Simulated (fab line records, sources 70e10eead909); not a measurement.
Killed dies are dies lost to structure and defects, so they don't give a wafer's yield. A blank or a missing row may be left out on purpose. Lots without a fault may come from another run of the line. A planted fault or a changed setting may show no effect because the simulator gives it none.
Chamber matching | flow nand_harc | NHARC_A_M1_ETCH_35 on rie_diel-02: 4 sister chambers
The step etches the open film in N2/H2, target depth 40 nm, overetch 12 nm, time 43.94 s. 16 wafers are shown with their chamber, then 8 later ones without.

WAFERS WITH THEIR CHAMBER
wafer  | chamber | drypump_motor_current_A (A) | rf_vpp_V (V) | oes_product_au (a.u.)
L074.2 | 0       | 5.49                        | 433.7        | 0.985
L074.3 | 2       | 5.68                        | 430.3        | 0.982
L074.5 | 2       | 5.69                        | 428.5        | 0.985
L076.2 | 1       | 5.90                        | 426.8        | 0.998
L076.4 | 2       | 5.70                        | 429.3        | 0.990
L076.5 | 1       | 5.88                        | 428.3        | 1.003
L080.2 | 3       | 5.75                        | 429.3        | 0.999
L080.4 | 3       | 5.74                        | 429.3        | 0.991
L080.5 | 1       | 5.94                        | 428.6        | 1.004
L079.1 | 0       | 5.48                        | 433.8        | 0.985
L079.3 | 1       | 5.96                        | 428.5        | 0.997
L079.5 | 0       | 5.51                        | 432.9        | 0.994
L087.1 | 3       | 5.73                        | 430.4        | 0.991
L087.2 | 1       | 5.99                        | 427.1        | 0.997
L087.5 | 1       | 5.97                        | 429.0        | 0.993
L090.1 | 0       | 5.53                        | 432.6        | 0.997

SIGNATURES (means of the wafers above)
reading                 | chamber 0 | chamber 1 | chamber 2 | chamber 3 | scatter within a chamber
drypump_motor_current_A | 5.5025    | 5.9400    | 5.6900    | 5.7400    | 0.0301
rf_vpp_V                | 433.250   | 428.050   | 429.367   | 429.667   | 0.786
oes_product_au          | 0.99025   | 0.99867   | 0.98567   | 0.99367   | 0.00479
Rule: a wafer's distance from a chamber is the root of the sum, over the readings, of the square of ((its reading less the chamber's mean) divided by the reading's scatter). The wafer belongs to the nearest chamber; if the next one is less than 2 further off, it can't be placed. The scatter: the root of (the sum of the squares of (reading less its chamber's mean) over the shown wafers, divided by (wafers less chambers)).

WAFERS WITHOUT THEIR CHAMBER
wafer  | drypump_motor_current_A (A) | rf_vpp_V (V) | oes_product_au (a.u.)
L090.3 | 5.93                        | 427.4        | 1.007
L090.5 | 5.99                        | 428.0        | 1.007
L096.3 | 5.67                        | 429.1        | 1.000
L096.5 | 5.93                        | 430.0        | 1.005
L096.6 | 5.52                        | 432.1        | 0.997
L097.2 | 5.65                        | 428.3        | 1.014
L097.3 | 5.97                        | 429.1        | 1.017
L097.6 | 5.70                        | 427.4        | 1.007

WHICH CHAMBER EACH WENT THROUGH
wafer  | from the rows above     | in truth
L090.3 | 1                       | 1
L090.5 | 1                       | 1
L096.3 | can't be placed: 3 or 2 | 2
L096.5 | 1                       | 1
L096.6 | 0                       | 0
L097.2 | can't be placed: 3 or 2 | 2
L097.3 | 1                       | 1
L097.6 | can't be placed: 3 or 2 | 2
Placed correctly: 5 of 8. Can't be placed from these rows: 3 (the true chamber is among the candidates in 3). Placed wrongly: 0.
